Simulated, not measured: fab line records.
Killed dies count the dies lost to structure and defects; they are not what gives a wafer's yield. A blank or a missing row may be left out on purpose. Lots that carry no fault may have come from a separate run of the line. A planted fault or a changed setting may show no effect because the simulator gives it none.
Chamber matching ; flow n5-finfet ; rie-si-01 running N5_FIN_SAQP_ETCH_65: 3 sister chambers
The step etches SiO2 in CF4, target depth 4 nm, time 4.4 s. 22 wafers are shown with their chamber, then 9 later ones without.

## WAFERS PAIRED WITH THEIR CHAMBERS
wafer;chamber;throttle-valve-pct (%);drypump-motor-current-A (A);oes-product-au (a.u.)
L078.1;0;21.92;5.7;1.030
L078.4;1;22.41;5.7;0.958
L078.5;0;21.93;5.7;1.033
L079.3;1;22.40;5.7;0.958
L079.4;2;21.83;6.0;0.981
L079.6;0;21.92;5.7;1.039
L080.1;0;21.93;5.7;1.033
L080.3;1;22.39;5.7;0.953
L080.4;2;21.85;5.9;0.966
L083.4;1;22.41;5.7;0.959
L083.5;2;21.85;6.0;0.978
L083.6;1;22.40;5.7;0.970
L085.1;1;22.41;5.7;0.965
L085.2;2;21.86;6.0;0.967
L085.6;1;22.41;5.7;0.973
L087.2;2;21.83;6.0;0.973
L087.3;0;21.92;5.7;1.037
L087.6;2;21.86;6.0;0.964
L088.1;0;21.92;5.7;1.030
L088.2;2;21.82;5.9;0.975
L088.3;1;22.41;5.7;0.968
L089.2;0;21.93;5.7;1.032

SIGNATURES (means of the wafers above)
reading;chamber 0;chamber 1;chamber 2;scatter within a chamber
throttle-valve-pct;21.9243;22.4050;21.8429;0.0105
drypump-motor-current-A;5.700;5.700;5.971;0.0274
oes-product-au;1.03343;0.96300;0.97200;0.00592
Rule: a wafer lies at a distance from a chamber equal to the root of the sum of squares, over the readings, of (its reading less the chamber's mean, divided by the reading's scatter). The wafer belongs to the nearest chamber; if the next one is less than 2 further off, it can't be placed. The scatter is the square root of a quotient: the sum, over the shown wafers, of each reading's squared deviation from its chamber's mean, divided by wafers minus chambers.

## WAFERS WHOSE CHAMBER IS MISSING
wafer;throttle-valve-pct (%);drypump-motor-current-A (A);oes-product-au (a.u.)
L089.4;21.84;5.9;0.965
L089.6;21.93;5.7;1.023
L090.3;21.94;5.7;1.036
L090.5;21.92;5.7;1.036
L092.1;21.92;5.7;1.038
L092.3;21.84;6.0;0.977
L093.1;21.91;5.7;1.017
L093.5;22.41;5.7;0.964
L093.6;21.83;6.0;0.971

## EACH ONE'S CHAMBER
wafer;from the rows above;in truth
L089.4;2;2
L089.6;0;0
L090.3;0;0
L090.5;0;0
L092.1;0;0
L092.3;2;2
L093.1;0;0
L093.5;1;1
L093.6;2;2
Placed correctly: 9 of 9. From these rows, 0 cannot be placed. 0 placed wrongly.
